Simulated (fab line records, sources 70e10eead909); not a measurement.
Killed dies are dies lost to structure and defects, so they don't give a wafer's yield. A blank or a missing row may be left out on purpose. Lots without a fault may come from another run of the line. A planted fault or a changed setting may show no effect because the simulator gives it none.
fab line records | flow nand_harc
record lots=23 wafers=69 last_day=24
route steps=1159 shown A_STAIRCASE@548
lots that met no fault: from a run of the same line without faults
start_h: hours from the record's first day to the start of the lot's first wafer shown | wait_h: hours since the lot's step before | " the same as in the row above | L1.1+2: a row that stands for several wafers | - no value, or no start given | * or withheld: withheld | < > ~ a bound
route shown NAME@n: a module of which the file shows steps, and the number in the route of the first | usual: mean/standard deviation of fault-free wafers | same: alike in all rows | chamber/n: place in a boat | sites: the reading at each site | _std_site: their standard deviation | _edge_site: outer sites' mean less inner sites' | radius_mm: how far each site lies from the wafer's centre | mask NAME#n: copy n | behind: the tool/chamber that last shaped the wafer | hold: why the lot was held/for how many hours/how that ended | device: the transistor (n, p or np) that didn't switch | end of line: the same wafers' tests at the end of the route | a step without rows: its recipe alone | killed: dies lost to structure and defects at the first sort, not the wafer's yield | map: a wafer's dies, x killed, . not, _ none there
set.NAME: the setting as run; set.NAME@STEP: as run at that earlier step | model.NAME: the simulator's own value behind a step, which no gauge read
steps of the route over a sample of lots; a table a step, a row a wafer
services: from which hour (start_h, from the record's first day; less than 0 if before it) a tool's chamber was out of use, for how many hours, and why
## steps
# step NHARC_A_STAIRCASE_TRIM_12
# recipe time_s=211.2 o2_flow_sccm=500 ar_flow_sccm=0 bias_w=0 chemistry=O2
# usual drypump_motor_current_A=5.9/0.51 oes_product_au=0.997/0.013 rf_vpp_V=57.7/0.92 showerhead_plenum_p_Torr=3.52/0.18 throttle_valve_pct=17.036/0.0092
# same bias_w=0
# columns lot.wafer tool chamber start_h wait_h drypump_motor_current_A oes_product_au rf_hours_counter_h rf_vpp_V showerhead_plenum_p_Torr throttle_valve_pct
L074.2 rie_diel-12 0 231.07 0.1 6.1 0.996 7 58.1 3.67 17.047
L074.1 " 3 " " 5.6 1.010 8 57.6 3.65 17.043
L074.5 " 1 " " 5.9 0.992 - 59.0 3.80 17.042
L077.4 rie_diel-05 3 246.43 0.1 6.5 1.011 28 56.7 3.30 17.017
L077.3 " 0 " " 4.8 1.008 28 57.2 3.50 17.040
L077.6 " 0 " " 4.8 1.000 - 57.8 3.50 17.038
L075.3 rie_diel-11 1 246.62 0.1 5.7 0.996 19 59.0 3.77 17.027
L075.2 " 3 " " 6.6 0.990 20 57.1 3.33 17.041
L075.5 " 0 " " 5.8 0.996 - 57.0 3.37 17.047
L078.3 rie_diel-11 3 255.18 0.1 6.6 0.992 23 55.9 3.33 17.026
L078.2 " 0 " " 5.8 0.995 23 58.6 3.37 17.029
L078.5 " 3 " " 6.6 0.994 - 58.2 3.33 17.040
L076.4 rie_diel-12 2 255.38 0.1 5.4 0.988 13 57.7 3.36 17.033
L076.2 " 1 " " 6.0 0.991 13 58.5 3.80 17.046
L076.5 " 3 " " 5.6 1.005 - 55.7 3.65 17.046
L079.3 rie_diel-05 2 261.77 0.1 6.1 0.985 33 58.1 3.38 17.025
L079.2 " 3 " " 6.5 1.003 34 57.3 3.30 17.026
L079.6 " 0 " " 4.8 1.002 - 59.2 3.49 17.037
L080.4 rie_diel-11 3 265.53 0.0 6.7 0.994 29 56.9 3.33 17.036
L080.2 " 0 " " 5.8 0.996 25 58.4 3.37 17.026
L080.6 " 2 " " 6.1 0.973 - 58.7 3.79 17.062
L081.1 rie_diel-05 3 265.70 0.1 6.5 1.005 36 56.6 3.30 17.028
L081.2 " 1 " " 5.7 0.978 36 59.1 3.48 17.033
L081.4 " 2 " " 6.1 0.985 37 58.1 3.38 17.051
L082.3 rie_diel-11 3 281.61 0.1 6.6 0.990 35 58.1 3.32 17.027
L082.1 " 0 " " 5.8 0.997 31 56.9 3.37 17.038
L082.5 " 0 " " 5.8 1.002 - 57.8 3.37 17.018
L083.3 rie_diel-05 2 282.17 0.1 6.2 0.990 42 56.8 3.37 17.021
L083.1 " 3 " " 6.5 1.012 42 57.6 3.30 17.034
L083.5 " 3 " " 6.5 1.007 - 56.1 3.30 17.035
L084.1 rie_diel-12 0 286.26 0.1 6.1 0.980 26 58.5 3.66 17.040
L084.2 " 1 " " 5.9 0.992 26 59.2 3.79 17.040
L084.6 " 2 " " 5.4 0.991 - 56.4 3.35 17.018
L085.1 rie_diel-05 0 301.59 0.1 4.8 0.989 47 56.9 3.49 17.035
L085.4 " 3 " " 6.5 1.014 48 56.3 3.29 17.031
L085.5 " 1 " " 5.7 1.000 - 58.8 3.48 17.037
L087.4 rie_diel-11 3 309.30 0.1 6.7 1.011 46 58.2 3.32 17.040
L087.2 " 2 " " 6.1 0.989 45 57.2 3.78 17.033
L087.5 " 0 " " 5.8 1.012 - 57.9 3.36 17.026
L090.3 rie_diel-05 2 329.71 0.1 6.1 0.982 61 56.3 3.36 17.036
L090.1 " 3 " " 6.5 1.010 57 56.1 3.29 17.028
L090.6 " 0 " " 4.8 1.012 - 57.0 3.48 17.038
L088.2 rie_diel-11 3 329.95 0.1 6.6 1.002 52 58.3 3.32 17.043
L088.3 " 0 " " 5.8 0.998 49 56.8 3.36 17.020
L088.6 " 2 " " 6.1 0.988 - 57.5 3.78 17.036
L089.2 rie_diel-05 1 335.37 0.3 5.7 0.993 63 58.2 3.47 17.049
L089.1 " 3 " " 6.5 1.007 59 57.3 3.29 17.028
L089.5 " 1 " " 5.7 0.993 - 57.2 3.47 17.031
L091.4 rie_diel-12 0 337.92 0.1 6.1 0.971 40 58.2 3.65 17.032
L091.1 " 1 " " 5.9 0.984 40 58.8 3.78 17.040
L091.6 " 2 " " 5.3 1.004 - 57.6 3.34 17.034
L093.2 rie_diel-11 0 338.14 0.1 5.8 1.013 53 57.2 3.36 17.034
L093.1 " 3 " " 6.6 1.007 55 57.8 3.31 17.038
L093.6 " 1 " " 5.7 1.028 - 58.5 3.75 17.034
L092.1 rie_diel-12 3 345.53 0.1 5.6 0.993 44 58.0 3.63 17.041
L092.4 " 0 " " 6.1 0.971 44 58.9 3.65 17.020
L092.3 " 2 " " 5.4 0.983 44 57.3 3.34 17.037
L096.2 rie_diel-05 1 362.34 0.1 5.7 1.018 3 56.8 3.47 17.031
L096.4 " 3 " " 6.5 1.003 3 58.0 3.81 17.035
L096.5 " 2 " " 6.1 0.966 - 58.0 3.36 17.070
L097.2 rie_diel-12 3 365.59 0.1 5.6 1.008 52 59.0 3.62 17.034
L097.4 " 0 " " 6.1 0.983 51 59.3 3.65 17.027
L097.6 " 0 " " 6.1 0.972 - 59.5 3.65 17.047
L094.4 rie_diel-11 0 366.03 0.1 5.8 0.997 62 57.1 3.35 17.035
L094.1 " 1 " " 5.7 1.017 67 57.8 3.74 17.044
L094.6 " 2 " " 6.1 0.990 - 59.7 3.77 17.041
L095.3 rie_diel-12 0 372.36 0.1 6.1 0.971 53 58.5 3.65 17.046
L095.1 " 1 " " 6.0 0.997 55 59.5 3.78 17.048
L095.6 " 0 " " 6.1 0.986 - 58.0 3.65 17.047
# step NHARC_A_STAIRCASE_STRIP_175
# recipe power_w=1500 temp_c=250 chemistry=O2
# usual drypump_motor_current_A=6.3/0.31 heater_power_w=322/38
# columns lot.wafer tool chamber start_h wait_h drypump_motor_current_A heater_power_w rf_hours_counter_h
L074.2 plasma_asher-01 0 233.36 0.1 6.5 377 45
L074.1 " 1 " " 6.5 329 45
L074.5 " 1 " " 6.4 325 -
L077.3 plasma_asher-01 1 248.63 0.2 6.5 329 -
L077.4 " 0 " " 6.5 382 -
L077.6 " 0 " " 6.5 384 -
L075.2 plasma_asher-02 1 249.36 0.1 6.1 288 18
L075.3 " 0 " " 5.7 278 -
L075.5 " 0 " " 5.7 271 -
L076.2 plasma_asher-01 0 257.58 0.1 6.5 370 52
L076.4 " 0 " " 6.5 379 -
L076.5 " 0 " " 6.5 381 -
L078.2 plasma_asher-01 0 257.82 0.1 6.4 372 52
L078.3 " 0 " " 6.4 370 -
L078.5 " 0 " " 6.5 367 -
L079.2 plasma_asher-02 0 265.23 0.1 5.7 272 24
L079.3 " 1 " " 6.1 284 -
L079.6 " 1 " " 6.1 286 -
L081.1 plasma_asher-01 1 269.16 0.1 6.5 332 57
L081.2 " 0 " " 6.5 378 57
L081.4 " 1 " " 6.5 326 -
L080.2 plasma_asher-01 0 270.17 0.4 6.5 378 57
L080.4 " 1 " " 6.5 329 -
L080.6 " 0 " " 6.5 379 -
L082.1 plasma_asher-02 1 283.87 0.1 6.1 294 29
L082.3 " 0 " " 5.7 271 -
L082.5 " 1 " " 6.1 287 -
L083.1 plasma_asher-02 1 284.30 0.1 6.1 287 30
L083.3 " 0 " " 5.7 270 -
L083.5 " 1 " " 6.1 288 -
L084.1 plasma_asher-01 0 289.41 0.1 6.5 379 2
L084.2 " 1 " " 6.5 323 2
L084.6 " 1 " " 6.5 310 -
L085.1 plasma_asher-02 0 303.70 0.1 5.7 281 36
L085.4 " 0 " " 5.7 272 -
L085.5 " 1 " " 6.1 288 -
L087.2 plasma_asher-02 1 311.75 0.1 6.1 291 39
L087.4 " 0 " " 5.7 283 -
L087.5 " 0 " " 5.7 271 -
L090.1 plasma_asher-01 1 331.81 0.1 6.5 313 14
L090.3 " 1 " " 6.5 313 -
L090.6 " 1 " " 6.5 321 -
L088.2 plasma_asher-02 0 332.01 0.1 5.7 270 46
L088.3 " 0 " " 5.7 273 -
L088.6 " 1 " " 6.1 292 -
L089.1 plasma_asher-02 1 338.20 0.1 6.1 288 48
L089.2 " 0 " " 5.7 280 48
L089.5 " 0 " " 5.7 272 -
L091.1 plasma_asher-02 1 340.06 0.1 6.1 291 49
L091.4 " 0 " " 5.7 273 -
L091.6 " 0 " " 5.7 280 -
L093.1 plasma_asher-01 1 340.32 0.1 6.5 319 17
L093.2 " 0 " " 6.5 367 17
L093.6 " 1 " " 6.5 316 -
L092.1 plasma_asher-01 0 349.44 0.1 6.4 371 20
L092.3 " 1 " " 6.5 327 -
L092.4 " 0 " " 6.5 370 -
L096.2 plasma_asher-01 1 364.73 0.3 6.5 305 24
L096.4 " 0 " " 6.5 363 -
L096.5 " 1 " " 6.5 317 -
L097.2 plasma_asher-01 1 368.34 0.1 6.5 320 26
L097.4 " 0 " " 6.5 377 -
L097.6 " 1 " " 6.5 322 -
L094.1 plasma_asher-01 0 368.59 0.1 6.4 369 26
L094.4 " 0 " " 6.5 372 -
L094.6 " 0 " " 6.4 374 -
L095.1 plasma_asher-01 0 377.68 0.1 6.4 368 29
L095.3 " 0 " " 6.5 382 -
L095.6 " 1 " " 6.5 312 -
# step NHARC_A_STAIRCASE_TRIM_189
# recipe time_s=211.2 o2_flow_sccm=500 ar_flow_sccm=0 bias_w=0 chemistry=O2
# usual drypump_motor_current_A=5.8/0.5 oes_product_au=0.997/0.016 rf_vpp_V=57.8/0.94 showerhead_plenum_p_Torr=3.54/0.18 throttle_valve_pct=17.037/0.0095
# same bias_w=0
# columns lot.wafer tool chamber start_h wait_h drypump_motor_current_A oes_product_au rf_hours_counter_h rf_vpp_V showerhead_plenum_p_Torr throttle_valve_pct
L074.2 rie_diel-05 2 - - 6.1 0.994 25 57.4 3.38 17.051
L074.1 " 3 " " 6.5 1.026 24 55.5 3.31 17.044
L074.5 " 2 " " 6.1 0.988 - 56.8 3.38 17.030
L077.3 rie_diel-12 3 - - 5.5 1.010 12 58.7 3.65 17.025
L077.4 " 2 " " 5.3 0.972 12 56.6 3.36 17.044
L077.6 " 0 " " 6.1 0.981 - 59.0 3.67 17.030
L075.3 rie_diel-11 1 - - 5.7 1.001 20 58.5 3.77 17.051
L075.2 " 2 " " 6.1 0.978 19 58.4 3.80 17.046
L075.5 " 0 " " 5.8 0.995 - 56.5 3.37 17.038
L076.2 rie_diel-11 2 - - 6.1 0.986 23 58.7 3.79 17.034
L076.4 " 3 " " 6.6 1.001 - 57.5 3.33 17.046
L076.5 " 2 " " 6.1 0.980 - 57.3 3.79 17.042
L078.2 rie_diel-11 3 - - 6.7 0.998 25 58.7 3.33 17.019
L078.3 " 1 " " 5.7 1.014 24 58.9 3.77 17.022
L078.5 " 1 " " 5.7 1.021 - 56.4 3.77 17.003
L079.3 rie_diel-05 1 - - 5.7 0.992 37 57.2 3.48 17.028
L079.2 " 2 " " 6.1 0.989 38 59.6 3.37 17.018
L079.6 " 1 " " 5.7 0.985 - 57.5 3.48 17.039
L081.4 rie_diel-11 0 - - 5.8 0.987 28 57.4 3.37 17.041
L081.2 " 2 " " 6.1 0.978 31 57.9 3.79 17.042
L081.1 " 3 " " 6.7 0.988 32 56.4 3.33 17.038
L080.4 rie_diel-05 2 - - 6.1 0.985 40 56.6 3.37 17.060
L080.2 " 3 " " 6.5 1.010 39 57.5 3.30 17.031
L080.6 " 2 " " 6.1 0.980 - 58.2 3.37 17.035
L082.1 rie_diel-12 1 - - 6.0 0.987 26 58.4 3.79 17.045
L082.3 " 3 " " 5.5 1.012 25 58.2 3.64 17.041
L082.5 " 0 " " 6.1 0.977 - 57.5 3.66 17.032
L083.3 rie_diel-12 3 - - 5.6 1.011 25 58.3 3.64 17.044
L083.1 " 1 " " 5.9 0.998 26 59.1 3.79 17.031
L083.5 " 3 " " 5.6 1.022 - 59.9 3.64 17.032
L084.2 rie_diel-12 2 - - 5.3 1.002 28 56.3 3.35 17.024
L084.1 " 3 " " 5.5 0.995 28 56.2 3.64 17.049
L084.6 " 2 " " 5.3 0.993 - 58.5 3.35 17.035
L085.1 rie_diel-05 2 - - 6.1 0.984 51 57.5 3.37 17.042
L085.4 " 1 " " 5.7 1.004 51 56.8 3.48 17.039
L085.5 " 2 " " 6.1 0.978 - 57.0 3.37 17.040
L087.4 rie_diel-12 0 - - 6.1 0.982 32 58.5 3.66 17.032
L087.2 " 2 " " 5.3 0.998 33 57.0 3.35 17.051
L087.5 " 3 " " 5.6 1.007 - 57.7 3.64 17.031
L090.1 rie_diel-05 2 - - 6.1 0.968 63 57.3 3.36 17.025
L090.3 " 0 " " 4.8 0.987 58 57.7 3.48 17.034
L090.6 " 1 " " 5.7 0.987 - 56.9 3.47 17.024
L088.3 rie_diel-11 0 - - 5.8 0.995 52 57.8 3.36 17.035
L088.2 " 2 " " 6.1 0.989 55 58.3 3.78 17.041
L088.6 " 1 " " 5.7 1.028 - 59.2 3.75 17.048
L089.2 rie_diel-11 1 - - 5.6 1.024 59 58.2 3.74 17.047
L089.1 " 3 " " 6.7 0.991 56 56.4 3.31 17.049
L089.5 " 2 " " 6.1 0.990 - 57.2 3.78 17.040
L091.4 rie_diel-12 0 - - 6.1 0.960 42 58.3 3.65 17.038
L091.1 " 3 " " 5.6 1.001 42 58.4 3.63 17.030
L091.6 " 1 " " 5.9 0.985 - 58.2 3.78 17.038
L093.1 rie_diel-12 0 - - 6.1 0.984 42 59.6 3.65 17.041
L093.2 " 1 " " 5.9 0.992 43 57.6 3.78 17.039
L093.6 " 3 " " 5.6 1.014 - 57.7 3.63 17.033
L092.4 rie_diel-05 0 - - 4.7 1.012 0 58.1 3.48 17.040
L092.3 " 1 " " 5.7 1.018 0 57.1 3.47 17.044
L092.1 " 3 " " 6.5 1.010 0 59.4 3.81 17.047
L096.4 rie_diel-05 2 - - 6.1 0.967 5 57.3 3.36 17.030
L096.2 " 0 " " 4.7 1.016 5 58.2 3.48 17.050
L096.5 " 3 " " 6.5 1.001 - 57.2 3.81 17.040
L097.2 rie_diel-05 0 - - 4.8 1.000 6 56.9 3.48 17.026
L097.4 " 3 " " 6.5 1.001 6 59.3 3.80 17.025
L097.6 " 0 " " 4.8 1.026 - 57.8 3.48 17.054
L094.4 rie_diel-05 0 - - 4.7 1.015 6 57.7 3.47 17.036
L094.1 " 2 " " 6.1 0.976 6 58.6 3.36 17.025
L094.6 " 1 " " 5.7 1.038 - 57.7 3.47 17.036
L095.3 rie_diel-11 1 - - 5.7 1.019 0 56.8 3.74 17.036
L095.1 " 2 " " 6.1 0.998 0 57.7 3.77 17.025
L095.6 " 1 " " 5.7 1.013 - 58.8 3.74 17.035
# step NHARC_A_STAIRCASE_ETCH_221
# recipe target_depth_a=1000 time_s=40.5 ion_energy_ev=400 c4f8_flow_sccm=20 o2_flow_sccm=10 ar_flow_sccm=withheld rf_w=600 bias_w=1000 chemistry=C4F8/O2
# usual bias_w=1000.2/2.7 oes_product_au=0.933/0.016 rf_vpp_V=896/6.6
# columns lot.wafer tool chamber start_h wait_h bias_w oes_product_au rf_hours_counter_h rf_vpp_V
L074.1 rie_diel-11 0 - - 999.7 0.938 18 890
L074.2 " 3 " " 999.0 0.937 18 889
L074.5 " 1 " " 1003.8 0.972 - 904
L077.4 rie_diel-05 2 - - 999.1 0.945 31 889
L077.3 " 3 " " 998.4 0.949 31 887
L077.6 " 1 " " 1001.6 0.954 - 896
L075.3 rie_diel-05 3 - - 998.0 0.941 32 886
L075.2 " 0 " " 997.1 0.922 32 894
L075.5 " 3 " " 1008.3 0.939 - 888
L076.4 rie_diel-12 1 - - 1002.0 0.918 16 905
L076.2 " 2 " " 1000.6 0.915 16 889
L076.5 " 2 " " 1001.1 0.922 - 889
L078.2 rie_diel-12 0 - - 997.8 0.917 17 901
L078.3 " 1 " " 999.6 0.917 16 905
L078.5 " 3 " " 998.8 0.936 - 900
L079.3 rie_diel-12 2 - - 1002.5 0.928 21 890
L079.2 " 3 " " 1001.2 0.938 21 900
L079.6 " 2 " " 999.4 0.929 - 889
L081.4 rie_diel-05 3 - - 1003.7 0.959 40 887
L081.1 " 0 " " 1000.3 0.954 39 894
L081.2 " 1 " " 1002.2 0.933 40 893
L080.4 rie_diel-12 0 - - 999.7 0.933 24 901
L080.2 " 1 " " 998.0 0.935 24 907
L080.6 " 3 " " 998.1 0.953 - 900
L082.3 rie_diel-12 1 - - 999.5 0.933 28 905
L082.1 " 0 " " 1005.2 0.922 28 901
L082.5 " 2 " " 1001.6 0.935 - 889
L083.1 rie_diel-05 3 - - 998.8 0.948 46 886
L083.3 " 0 " " 998.4 0.937 46 894
L083.5 " 2 " " 1006.3 0.936 - 890
L084.2 rie_diel-11 3 - - 1003.0 0.942 41 888
L084.1 " 2 " " 993.6 0.924 41 904
L084.6 " 3 " " 1000.9 0.930 - 887
L085.1 rie_diel-12 1 - - 1002.1 0.959 32 905
L085.4 " 2 " " 1002.2 0.941 31 887
L085.5 " 3 " " 1003.3 0.964 - 901
L087.4 rie_diel-11 3 - - 1001.2 0.970 49 888
L087.2 " 1 " " 1000.7 0.960 49 904
L087.5 " 0 " " 1003.4 0.948 - 890
L088.2 rie_diel-12 2 - - 1006.4 0.913 41 889
L088.3 " 3 " " 998.7 0.928 40 900
L088.6 " 3 " " 1000.6 0.922 - 900
L090.3 rie_diel-05 3 - - 994.1 0.940 61 888
L090.1 " 1 " " 1004.7 0.931 65 893
L090.6 " 3 " " 996.8 0.942 - 886
L089.1 rie_diel-12 3 - - 998.7 0.945 43 899
L089.2 " 1 " " 994.9 0.928 44 905
L089.5 " 3 " " 1000.8 0.931 - 899
L091.4 rie_diel-11 3 - - 1001.3 0.939 58 887
L091.1 " 1 " " 1001.6 0.954 61 904
L091.6 " 0 " " 1003.9 0.933 - 890
L093.1 rie_diel-12 1 - - 999.8 0.916 45 903
L093.2 " 3 " " 998.5 0.921 45 899
L093.6 " 2 " " 998.9 0.917 - 889
L092.1 rie_diel-11 1 - - 998.7 0.960 64 902
L092.4 " 2 " " 1005.1 0.925 64 906
L092.3 " 0 " " 997.6 0.947 59 889
L096.4 rie_diel-12 3 - - 1002.2 0.924 54 901
L096.2 " 0 " " 998.4 0.902 53 900
L096.5 " 3 " " 995.9 0.924 - 900
L097.4 rie_diel-12 3 - - 1002.2 0.931 56 900
L097.2 " 0 " " 998.1 0.902 56 901
L097.6 " 2 " " 1001.0 0.920 - 888
L094.4 rie_diel-12 3 - - 997.5 0.937 56 898
L094.1 " 2 " " 997.5 0.916 57 888
L094.6 " 0 " " 999.7 0.909 - 901
L095.3 rie_diel-11 3 - - 1003.3 0.927 2 888
L095.1 " 1 " " 1006.0 0.944 2 902
L095.6 " 3 " " 999.9 0.929 - 887
# step NHARC_A_STAIRCASE_ETCH_230
# recipe target_depth_a=1000 time_s=40.5 ion_energy_ev=400 c4f8_flow_sccm=20 o2_flow_sccm=10 ar_flow_sccm=withheld rf_w=600 bias_w=1000 chemistry=C4F8/O2
# usual bias_w=1000/3.4 oes_product_au=0.941/0.019 rf_vpp_V=896/6.4
# columns lot.wafer tool chamber start_h wait_h bias_w oes_product_au rf_hours_counter_h rf_vpp_V
L074.1 rie_diel-12 2 - - 1003 0.914 9 891
L074.2 " 1 " " 1004 0.925 9 905
L074.5 " 3 " " 1006 0.936 - 901
L077.4 rie_diel-11 3 - - 1003 0.919 23 888
L077.3 " 0 " " 1002 0.926 23 889
L077.6 " 1 " " 1001 0.939 - 903
L075.2 rie_diel-05 2 - - 1002 0.932 32 891
L075.3 " 0 " " 996 0.937 33 894
L075.5 " 3 " " 1001 0.952 - 887
L076.2 rie_diel-12 3 - - 1001 0.951 17 900
L076.4 " 0 " " 997 0.931 17 901
L076.5 " 0 " " 1004 0.931 - 900
L078.3 rie_diel-05 2 - - 1000 0.949 36 891
L078.2 " 3 " " 998 0.993 35 888
L078.5 " 2 " " 998 0.953 - 890
L079.3 rie_diel-05 2 - - 1001 0.915 41 890
L079.2 " 0 " " 1005 0.929 39 895
L079.6 " 3 " " 1000 0.930 - 886
L081.4 rie_diel-05 0 - - 1000 0.931 40 894
L081.2 " 2 " " 1002 0.947 42 890
L081.1 " 3 " " 1001 0.952 41 888
L080.2 rie_diel-11 1 - - 998 0.929 34 904
L080.4 " 3 " " 994 0.927 35 888
L080.6 " 1 " " 999 0.943 - 905
L082.1 rie_diel-12 3 - - 997 0.932 28 900
L082.3 " 0 " " 994 0.907 28 901
L082.5 " 3 " " 1000 0.934 - 901
L083.1 rie_diel-05 0 - - 999 0.933 46 894
L083.3 " 1 " " 998 0.931 49 894
L083.5 " 3 " " 1003 0.947 - 887
L084.2 rie_diel-11 2 - - 1001 0.907 42 903
L084.1 " 3 " " 997 0.925 42 888
L084.6 " 0 " " 1004 0.948 - 890
L085.1 rie_diel-05 3 - - 999 0.967 50 887
L085.4 " 1 " " 998 0.968 54 893
L085.5 " 2 " " 1003 0.955 - 890
L087.4 rie_diel-11 1 - - 1002 0.949 50 904
L087.2 " 3 " " 1002 0.959 49 888
L087.5 " 1 " " 1000 0.943 - 905
L088.3 rie_diel-12 0 - - 998 0.926 41 899
L088.2 " 3 " " 997 0.961 41 901
L088.6 " 0 " " 1004 0.926 - 899
L090.1 rie_diel-12 3 - - 1004 0.955 41 899
L090.3 " 0 " " 990 0.932 41 900
L090.6 " 3 " " 999 0.949 - 900
L089.1 rie_diel-12 0 - - 1004 0.936 44 901
L089.2 " 1 " " 996 0.934 44 905
L089.5 " 3 " " 996 0.960 - 900
L091.4 rie_diel-12 2 - - 1005 0.951 45 890
L091.1 " 3 " " 1000 0.963 45 900
L091.6 " 2 " " 1005 0.953 - 889
L093.2 rie_diel-12 0 - - 1003 0.903 46 899
L093.1 " 1 " " 997 0.931 46 906
L093.6 " 3 " " 996 0.949 - 898
L092.1 rie_diel-11 1 - - 992 0.961 65 904
L092.4 " 3 " " 999 0.940 64 888
L092.3 " 0 " " 1001 0.959 60 889
L096.2 rie_diel-05 1 - - 1002 0.974 7 894
L096.4 " 2 " " 1001 0.922 7 889
L096.5 " 0 " " 999 0.967 - 894
L094.1 rie_diel-12 1 - - 1003 0.941 59 905
L094.4 " 3 " " 1005 0.944 58 899
L094.6 " 0 " " 998 0.937 - 900
L097.2 rie_diel-05 2 - - 1000 0.903 10 891
L097.4 " 1 " " 991 0.945 10 893
L097.6 " 2 " " 999 0.897 - 889
L095.1 rie_diel-05 2 - - 1000 0.965 12 889
L095.3 " 3 " " 998 0.975 12 907
L095.6 " 3 " " 995 0.978 - 906
# step NHARC_A_STAIRCASE_TRIM_233
# recipe time_s=211.2 o2_flow_sccm=500 ar_flow_sccm=0 bias_w=0 chemistry=O2
# usual drypump_motor_current_A=5.8/0.46 oes_product_au=0.996/0.015 rf_vpp_V=57.7/0.86 showerhead_plenum_p_Torr=3.53/0.17 throttle_valve_pct=17.037/0.0089
# same bias_w=0
# columns lot.wafer tool chamber start_h wait_h drypump_motor_current_A oes_product_au rf_hours_counter_h rf_vpp_V showerhead_plenum_p_Torr throttle_valve_pct
L074.2 rie_diel-12 2 - - 5.3 0.987 9 57.1 3.36 17.035
L074.1 " 3 " " 5.6 1.013 10 58.4 3.65 17.042
L074.5 " 0 " " 6.1 0.981 - 57.9 3.67 17.045
L077.3 rie_diel-11 0 - - 5.8 0.988 23 57.9 3.37 17.034
L077.4 " 2 " " 6.1 0.983 21 57.7 3.80 17.056
L077.6 " 0 " " 5.8 0.991 - 58.3 3.37 17.045
L075.3 rie_diel-05 1 - - 5.7 0.985 32 58.3 3.49 17.027
L075.2 " 2 " " 6.1 0.984 32 56.8 3.38 17.040
L075.5 " 1 " " 5.7 0.979 - 57.0 3.49 17.034
L078.2 rie_diel-05 2 - - 6.1 0.999 37 55.8 3.38 17.027
L078.3 " 1 " " 5.7 0.999 36 59.1 3.48 17.044
L078.5 " 2 " " 6.2 0.992 - 57.1 3.38 17.041
L076.2 rie_diel-12 3 - - 5.5 1.017 18 56.9 3.64 17.037
L076.4 " 1 " " 6.0 1.007 17 58.6 3.80 17.023
L076.5 " 2 " " 5.4 0.990 - 58.1 3.36 17.040
L079.2 rie_diel-05 3 - - 6.5 1.016 40 56.7 3.30 17.027
L079.3 " 0 " " 4.8 0.997 39 57.4 3.49 17.035
L079.6 " 1 " " 5.7 0.991 - 57.2 3.48 17.027
L081.2 rie_diel-05 0 - - 4.8 0.992 40 59.2 3.49 17.030
L081.1 " 1 " " 5.7 0.993 41 58.3 3.48 17.049
L081.4 " 3 " " 6.5 1.015 41 57.2 3.30 17.042
L080.2 rie_diel-11 2 - - 6.1 0.980 33 58.7 3.79 17.043
L080.4 " 3 " " 6.6 1.005 35 56.3 3.33 17.044
L080.6 " 0 " " 5.8 1.006 - 57.4 3.37 17.040
L082.3 rie_diel-12 3 - - 5.6 1.016 28 58.0 3.64 17.035
L082.1 " 0 " " 6.1 0.986 29 58.1 3.66 17.047
L082.5 " 1 " " 6.0 0.994 - 57.6 3.79 17.019
L083.3 rie_diel-05 1 - - 5.7 0.989 49 57.6 3.48 17.044
L083.1 " 3 " " 6.5 1.006 46 56.2 3.30 17.026
L083.5 " 1 " " 5.7 0.986 - 57.3 3.48 17.035
L084.1 rie_diel-11 1 - - 5.7 1.012 44 57.8 3.75 17.024
L084.2 " 2 " " 6.1 0.968 42 57.3 3.78 17.042
L084.6 " 0 " " 5.8 0.998 - 57.6 3.36 17.047
L085.4 rie_diel-05 1 - - 5.7 1.001 54 57.6 3.48 17.032
L085.1 " 3 " " 6.5 1.006 50 56.4 3.29 17.034
L085.5 " 2 " " 6.2 0.986 - 57.6 3.37 17.030
L087.4 rie_diel-11 0 - - 5.8 1.001 46 58.4 3.36 17.030
L087.2 " 1 " " 5.6 1.017 50 57.6 3.75 17.041
L087.5 " 1 " " 5.7 1.027 - 58.4 3.75 17.041
L088.3 rie_diel-12 1 - - 5.9 0.984 41 58.8 3.78 17.036
L088.2 " 2 " " 5.3 0.992 41 58.4 3.34 17.031
L088.6 " 1 " " 5.9 0.982 - 57.2 3.78 17.050
L090.3 rie_diel-12 0 - - 6.1 0.987 41 57.2 3.65 17.035
L090.1 " 1 " " 6.0 0.997 42 58.6 3.78 17.028
L090.6 " 0 " " 6.1 0.972 - 59.7 3.65 17.048
L089.2 rie_diel-12 1 - - 5.9 0.990 44 59.6 3.78 17.039
L089.1 " 2 " " 5.3 1.006 44 57.3 3.34 17.036
L089.5 " 0 " " 6.1 0.977 - 57.6 3.65 17.041
L091.1 rie_diel-12 3 - - 5.6 1.009 45 58.7 3.63 17.042
L091.4 " 0 " " 6.1 0.972 45 57.5 3.65 17.035
L091.6 " 3 " " 5.6 1.006 - 58.6 3.63 17.035
L093.1 rie_diel-12 2 - - 5.3 0.997 46 58.1 3.34 17.018
L093.2 " 0 " " 6.1 0.976 46 57.8 3.65 17.053
L093.6 " 3 " " 5.5 1.014 - 57.0 3.63 17.051
L092.4 rie_diel-11 0 - - 5.8 0.997 60 59.3 3.35 17.026
L092.3 " 1 " " 5.7 1.018 65 57.9 3.74 17.029
L092.1 " 2 " " 6.1 0.983 64 58.4 3.77 17.034
L096.2 rie_diel-05 3 - - 6.5 0.997 8 58.5 3.80 17.041
L096.4 " 2 " " 6.1 0.966 - 57.8 3.36 17.047
L096.5 " 3 " " 6.5 0.986 - 57.7 3.80 17.029
L094.4 rie_diel-12 1 - - 5.9 0.987 59 57.8 3.77 17.041
L094.1 " 2 " " 5.3 0.995 60 57.1 3.33 17.028
L094.6 " 3 " " 5.5 0.999 - 57.6 3.62 17.033
L097.2 rie_diel-05 1 - - 5.7 1.031 10 56.9 3.46 17.057
L097.4 " 2 " " 6.1 0.977 10 57.1 3.35 17.032
L097.6 " 2 " " 6.1 0.974 - 57.9 3.35 17.044
L095.3 rie_diel-05 3 - - 6.5 0.992 12 57.0 3.80 17.038
L095.1 " 0 " " 4.8 1.013 10 57.1 3.47 17.039
L095.6 " 3 " " 6.5 1.000 - 58.4 3.80 17.029
## services
# columns tool chamber start_h hours kind
rie_diel-12 0 211.53 - clean
rie_diel-12 1 211.53 - clean
rie_diel-12 1 211.53 - consumable_replace:showerhead
rie_diel-12 2 211.53 - clean
rie_diel-12 3 211.53 - clean
rie_diel-12 0 236.04 - clean
rie_diel-12 1 236.04 - clean
rie_diel-12 2 236.04 - clean
rie_diel-12 3 236.04 - clean
rie_diel-11 2 242.83 4.5 repair
rie_diel-11 0 259.02 6.5 repair
rie_diel-12 0 260.54 - clean
rie_diel-12 1 260.54 - clean
rie_diel-12 2 260.54 - clean
rie_diel-12 3 260.54 - clean
plasma_asher-01 - 276.05 9.0 pm
plasma_asher-01 - 306.97 4.4 repair
rie_diel-05 - 340.65 9.0 pm
plasma_asher-02 - 360.02 9.0 pm
rie_diel-11 - 366.55 9.0 pm
rie_diel-05 0 372.58 1.2 repair
rie_diel-12 - 379.53 9.0 pm
plasma_asher-01 - 380.67 3.1 repair
rie_diel-11 1 383.84 2.7 repair
## key
fault none
